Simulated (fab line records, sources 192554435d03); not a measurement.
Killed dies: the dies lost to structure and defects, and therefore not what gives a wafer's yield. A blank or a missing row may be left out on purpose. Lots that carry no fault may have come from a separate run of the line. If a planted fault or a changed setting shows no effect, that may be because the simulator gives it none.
What tool caused it? / flow n5Finfet / 24 lots with 72 wafers sampled at 4 steps, on a route of 1938 steps

## WHAT EACH GAUGE READ, for each wafer
N5_BEOL_M6_OVL_MEAS_12.
lot=L074; measured=day 9 00:47; on=overlay-02; M6_OVL (nm)=-0.2 -1.0 -0.4
lot=L076; measured=day 9 03:38; on=overlay-02; M6_OVL (nm)=1.2 0.6 1.1
lot=L075; measured=day 9 16:33; on=overlay-02; M6_OVL (nm)=-1.2 -1.0 -0.2
lot=L077; measured=day 9 17:15; on=overlay-02; M6_OVL (nm)=1.0 0.8 0.0
lot=L078; measured=day 9 20:35; on=overlay-02; M6_OVL (nm)=-0.4 -1.1 0.0
lot=L080; measured=day 10 07:02; on=overlay-02; M6_OVL (nm)=0.8 0.4 -0.3
lot=L079; measured=day 10 07:04; on=overlay-02; M6_OVL (nm)=-0.7 1.0 0.3
lot=L082; measured=day 10 17:46; on=overlay-02; M6_OVL (nm)=-0.8 -0.7 -0.9
lot=L083; measured=day 10 23:49; on=overlay-02; M6_OVL (nm)=-0.7 0.4 -0.9
lot=L081; measured=day 11 00:25; on=overlay-02; M6_OVL (nm)=0.7 -0.2 -0.4
lot=L084; measured=day 11 04:14; on=overlay-02; M6_OVL (nm)=-0.6 0.1 -0.4
lot=L085; measured=day 11 19:32; on=overlay-02; M6_OVL (nm)=-0.1 0.0 -0.9
lot=L087; measured=day 12 07:59; on=overlay-02; M6_OVL (nm)=0.3 -0.5 0.9
lot=L086; measured=day 12 08:08; on=overlay-02; M6_OVL (nm)=-0.6 -1.5 -0.9
lot=L088; measured=day 12 15:41; on=overlay-02; M6_OVL (nm)=-0.5 -0.6 0.1
lot=L089; measured=day 12 16:55; on=overlay-02; M6_OVL (nm)=0.0 -0.8 0.3
lot=L090; measured=day 12 17:08; on=overlay-02; M6_OVL (nm)=1.1 0.4 1.2
lot=L092; measured=day 13 00:08; on=overlay-01; M6_OVL (nm)=0.1 0.4 1.0
lot=L091; measured=day 13 00:19; on=overlay-02; M6_OVL (nm)=0.3 -0.3 -0.3
lot=L093; measured=day 13 20:25; on=overlay-02; M6_OVL (nm)=0.9 0.1 -0.1
lot=L095; measured=day 13 22:28; on=overlay-01; M6_OVL (nm)=0.0 -0.1 0.4
lot=L094; measured=day 14 02:10; on=overlay-01; M6_OVL (nm)=-0.5 -0.1 0.2
lot=L096; measured=day 14 02:43; on=overlay-01; M6_OVL (nm)=0.9 0.7 0.3
lot=L097; measured=day 14 17:19; on=overlay-02; M6_OVL (nm)=0.5 0.1 -0.2

N5_BEOL_M6_CD_MEAS_28: the cd target is 40 nm.
lot=L074; measured=day 9 02:49; on=cdSem-01; cdNm (nm)=40.18 39.83 40.19
lot=L076; measured=day 9 05:07; on=cdSem-01; cdNm (nm)=40.41 40.11 40.32
lot=L075; measured=day 9 19:17; on=cdSem-02; cdNm (nm)=39.60 39.89 39.91
lot=L077; measured=day 9 19:28; on=cdSem-02; cdNm (nm)=40.56 39.94 40.53
lot=L078; measured=day 9 22:08; on=cdSem-02; cdNm (nm)=40.25 39.94 39.98
lot=L080; measured=day 10 08:08; on=cdSem-02; cdNm (nm)=39.97 39.77 39.86
lot=L079; measured=day 10 08:18; on=cdSem-02; cdNm (nm)=40.01 40.41 40.31
lot=L082; measured=day 10 19:05; on=cdSem-02; cdNm (nm)=39.84 39.90 39.68
lot=L083; measured=day 11 03:03; on=cdSem-02; cdNm (nm)=39.49 40.12 40.03
lot=L081; measured=day 11 02:34; on=cdSem-01; cdNm (nm)=40.22 40.39 40.02
lot=L084; measured=day 11 05:11; on=cdSem-03; cdNm (nm)=40.30 40.26 40.07
lot=L085; measured=day 11 21:39; on=cdSem-03; cdNm (nm)=39.90 40.13 40.32
lot=L087; measured=day 12 12:43; on=cdSem-03; cdNm (nm)=40.39 40.13 40.51
lot=L086; measured=day 12 12:33; on=cdSem-01; cdNm (nm)=39.98 40.57 40.42
lot=L088; measured=day 12 21:04; on=cdSem-01; cdNm (nm)=39.85 39.74 40.33
lot=L089; measured=day 12 21:14; on=cdSem-03; cdNm (nm)=40.15 39.84 40.38
lot=L090; measured=day 12 21:44; on=cdSem-02; cdNm (nm)=40.54 40.21 40.03
lot=L092; measured=day 13 02:23; on=cdSem-01; cdNm (nm)=39.89 40.02 39.64
lot=L091; measured=day 13 02:13; on=cdSem-02; cdNm (nm)=40.39 40.25 39.78
lot=L093; measured=day 13 21:46; on=cdSem-03; cdNm (nm)=39.97 39.83 39.62
lot=L095; measured=day 14 01:04; on=cdSem-01; cdNm (nm)=40.11 40.34 40.54
lot=L094; measured=day 14 04:32; on=cdSem-01; cdNm (nm)=39.85 39.69 40.15
lot=L096; measured=day 14 04:29; on=cdSem-02; cdNm (nm)=39.86 40.07 40.42
lot=L097; measured=day 14 18:20; on=cdSem-02; cdNm (nm)=40.00 39.93 40.33

## WHICH TOOL RAN EACH LOT (tool, then ch and the chambers of the sampled wafers, then the start)
lot=L074; N5_BEOL_M5_ANNEAL_49=pvdSputter-02, day 8 15:19; N5_BEOL_M6_CURE_74=uvCure-01 ch 2, day 8 21:07
lot=L076; N5_BEOL_M5_ANNEAL_49=pvdSputter-02, day 8 19:51; N5_BEOL_M6_CURE_74=uvCure-01 ch 2, day 9 01:32
lot=L075; N5_BEOL_M5_ANNEAL_49=pvdSputter-03, day 9 06:59; N5_BEOL_M6_CURE_74=uvCure-02 ch 0, day 9 12:43
lot=L077; N5_BEOL_M5_ANNEAL_49=pvdSputter-02, day 9 10:05; N5_BEOL_M6_CURE_74=uvCure-02 ch 1, day 9 15:35
lot=L078; N5_BEOL_M5_ANNEAL_49=pvdSputter-01, day 9 13:46; N5_BEOL_M6_CURE_74=uvCure-01 ch 1, day 9 19:13
lot=L080; N5_BEOL_M5_ANNEAL_49=pvdSputter-02, day 9 23:32; N5_BEOL_M6_CURE_74=uvCure-02 ch 0, day 10 05:04
lot=L079; N5_BEOL_M5_ANNEAL_49=pvdSputter-01, day 10 00:04; N5_BEOL_M6_CURE_74=uvCure-03 ch 2, day 10 05:37
lot=L082; N5_BEOL_M5_ANNEAL_49=pvdSputter-03, day 10 10:45; N5_BEOL_M6_CURE_74=uvCure-01 ch 1, day 10 16:14
lot=L083; N5_BEOL_M5_ANNEAL_49=pvdSputter-01, day 10 16:44; N5_BEOL_M6_CURE_74=uvCure-01 ch 2, day 10 22:11
lot=L081; N5_BEOL_M5_ANNEAL_49=pvdSputter-03, day 10 17:25; N5_BEOL_M6_CURE_74=uvCure-02 ch 2, day 10 22:58
lot=L084; N5_BEOL_M5_ANNEAL_49=pvdSputter-02, day 10 20:52; N5_BEOL_M6_CURE_74=uvCure-02 ch 1, day 11 02:21
lot=L085; N5_BEOL_M5_ANNEAL_49=pvdSputter-03, day 11 12:49; N5_BEOL_M6_CURE_74=uvCure-01 ch 1, day 11 18:37
lot=L087; N5_BEOL_M5_ANNEAL_49=pvdSputter-02, day 12 00:01; N5_BEOL_M6_CURE_74=uvCure-03 ch 2, day 12 05:38
lot=L086; N5_BEOL_M5_ANNEAL_49=pvdSputter-03, day 12 00:11; N5_BEOL_M6_CURE_74=uvCure-02 ch 1, day 12 06:04
lot=L088; N5_BEOL_M5_ANNEAL_49=pvdSputter-01, day 12 08:11; N5_BEOL_M6_CURE_74=uvCure-03 ch 0, day 12 13:45
lot=L089; N5_BEOL_M5_ANNEAL_49=pvdSputter-03, day 12 09:25; N5_BEOL_M6_CURE_74=uvCure-03 ch 1, day 12 14:57
lot=L090; N5_BEOL_M5_ANNEAL_49=pvdSputter-02, day 12 10:03; N5_BEOL_M6_CURE_74=uvCure-03 ch 0, day 12 15:47
lot=L092; N5_BEOL_M5_ANNEAL_49=pvdSputter-02, day 12 16:59; N5_BEOL_M6_CURE_74=uvCure-01 ch 0, day 12 22:40
lot=L091; N5_BEOL_M5_ANNEAL_49=pvdSputter-01, day 12 17:10; N5_BEOL_M6_CURE_74=uvCure-03 ch 0, day 12 22:46
lot=L093; N5_BEOL_M5_ANNEAL_49=pvdSputter-01, day 13 11:34; N5_BEOL_M6_CURE_74=uvCure-03 ch 1, day 13 17:05
lot=L095; N5_BEOL_M5_ANNEAL_49=pvdSputter-02, day 13 15:26; N5_BEOL_M6_CURE_74=uvCure-01 ch 1, day 13 20:53
lot=L094; N5_BEOL_M5_ANNEAL_49=pvdSputter-03, day 13 17:17; N5_BEOL_M6_CURE_74=uvCure-02 ch 0, day 13 22:44
lot=L096; N5_BEOL_M5_ANNEAL_49=pvdSputter-01, day 13 19:24; N5_BEOL_M6_CURE_74=uvCure-03 ch 2, day 14 01:13
lot=L097; N5_BEOL_M5_ANNEAL_49=pvdSputter-03, day 14 10:40; N5_BEOL_M6_CURE_74=uvCure-02 ch 0, day 14 16:07
- N5_BEOL_M5_ANNEAL_49: time 1800 s.
- N5_BEOL_M6_CURE_74: cures SiCOH lowk, time 240 s.

## AS READ BY THE TOOLS THEMSELVES (means over the sampled wafers that have a number; for cases with no such wafer, the mark the record gives instead)
N5_BEOL_M5_ANNEAL_49.
lot=L074; tool=pvdSputter-02; heaterPowerW (W)=776
lot=L076; tool=pvdSputter-02; heaterPowerW (W)=819
lot=L075; tool=pvdSputter-03; heaterPowerW (W)=928
lot=L077; tool=pvdSputter-02; heaterPowerW (W)=789
lot=L078; tool=pvdSputter-01; heaterPowerW (W)=782
lot=L080; tool=pvdSputter-02; heaterPowerW (W)=782
lot=L079; tool=pvdSputter-01; heaterPowerW (W)=779
lot=L082; tool=pvdSputter-03; heaterPowerW (W)=891
lot=L083; tool=pvdSputter-01; heaterPowerW (W)=781
lot=L081; tool=pvdSputter-03; heaterPowerW (W)=879
lot=L084; tool=pvdSputter-02; heaterPowerW (W)=806
lot=L085; tool=pvdSputter-03; heaterPowerW (W)=882
lot=L087; tool=pvdSputter-02; heaterPowerW (W)=804
lot=L086; tool=pvdSputter-03; heaterPowerW (W)=903
lot=L088; tool=pvdSputter-01; heaterPowerW (W)=715
lot=L089; tool=pvdSputter-03; heaterPowerW (W)=923
lot=L090; tool=pvdSputter-02; heaterPowerW (W)=815
lot=L092; tool=pvdSputter-02; heaterPowerW (W)=795
lot=L091; tool=pvdSputter-01; heaterPowerW (W)=769
lot=L093; tool=pvdSputter-01; heaterPowerW (W)=769
lot=L095; tool=pvdSputter-02; heaterPowerW (W)=765
lot=L094; tool=pvdSputter-03; heaterPowerW (W)=944
lot=L096; tool=pvdSputter-01; heaterPowerW (W)=802
lot=L097; tool=pvdSputter-03; heaterPowerW (W)=887

N5_BEOL_M6_CURE_74.
lot=L074; tool=uvCure-01; lampPowerPct (%)=52.31; wafer_temp_C_max=387.0
lot=L076; tool=uvCure-01; lampPowerPct (%)=52.31; wafer_temp_C_max=386.8
lot=L075; tool=uvCure-02; lampPowerPct (%)=52.31; wafer_temp_C_max=387.2
lot=L077; tool=uvCure-02; lampPowerPct (%)=52.26; wafer_temp_C_max=388.1
lot=L078; tool=uvCure-01; lampPowerPct (%)=52.34; wafer_temp_C_max=387.2
lot=L080; tool=uvCure-02; lampPowerPct (%)=52.31; wafer_temp_C_max=387.1
lot=L079; tool=uvCure-03; lampPowerPct (%)=52.30; wafer_temp_C_max=387.0
lot=L082; tool=uvCure-01; lampPowerPct (%)=52.33; wafer_temp_C_max=388.0
lot=L083; tool=uvCure-01; lampPowerPct (%)=52.32; wafer_temp_C_max=387.0
lot=L081; tool=uvCure-02; lampPowerPct (%)=52.35; wafer_temp_C_max=387.9
lot=L084; tool=uvCure-02; lampPowerPct (%)=52.29; wafer_temp_C_max=387.9
lot=L085; tool=uvCure-01; lampPowerPct (%)=52.30; wafer_temp_C_max=388.5
lot=L087; tool=uvCure-03; lampPowerPct (%)=52.31; wafer_temp_C_max=387.7
lot=L086; tool=uvCure-02; lampPowerPct (%)=52.28; wafer_temp_C_max=387.5
lot=L088; tool=uvCure-03; lampPowerPct (%)=52.31; wafer_temp_C_max=386.2
lot=L089; tool=uvCure-03; lampPowerPct (%)=52.35; wafer_temp_C_max=387.2
lot=L090; tool=uvCure-03; lampPowerPct (%)=52.33; wafer_temp_C_max=386.7
lot=L092; tool=uvCure-01; lampPowerPct (%)=52.34; wafer_temp_C_max=386.0
lot=L091; tool=uvCure-03; lampPowerPct (%)=52.29; wafer_temp_C_max=386.6
lot=L093; tool=uvCure-03; lampPowerPct (%)=52.27; wafer_temp_C_max=387.1
lot=L095; tool=uvCure-01; lampPowerPct (%)=52.31; wafer_temp_C_max=387.2
lot=L094; tool=uvCure-02; lampPowerPct (%)=52.31; wafer_temp_C_max=387.3
lot=L096; tool=uvCure-03; lampPowerPct (%)=52.39; wafer_temp_C_max=387.3
lot=L097; tool=uvCure-02; lampPowerPct (%)=52.32; wafer_temp_C_max=387.6

## THE ANSWER, worked out from the rows above alone
Rule: usual is defined by the lots themselves. Put in order of their means at a reading, lots are off if they are a third of the lots or fewer, leave a main group of 4 or more, and stand apart from it by a gap of 3 or more times the standard deviation of the main group's means; of several such gaps the widest counts. Not used: any main group whose means are identical at the precision the tables above print for the reading. Also off: a lot with no number at a reading for which 4 or more lots have one. Any other lot the step has rows for is counted as sound. After the gauges, taken in route order, come the tools' own readings; for these a lot's mean is taken, as printed above. At the first step where some lot is off, the reading lying furthest off is the one used; lots without a number count as furthest.
Nothing can be told from this: no lot is off at any reading shown.

## WHAT THE SIMULATOR PUT IN
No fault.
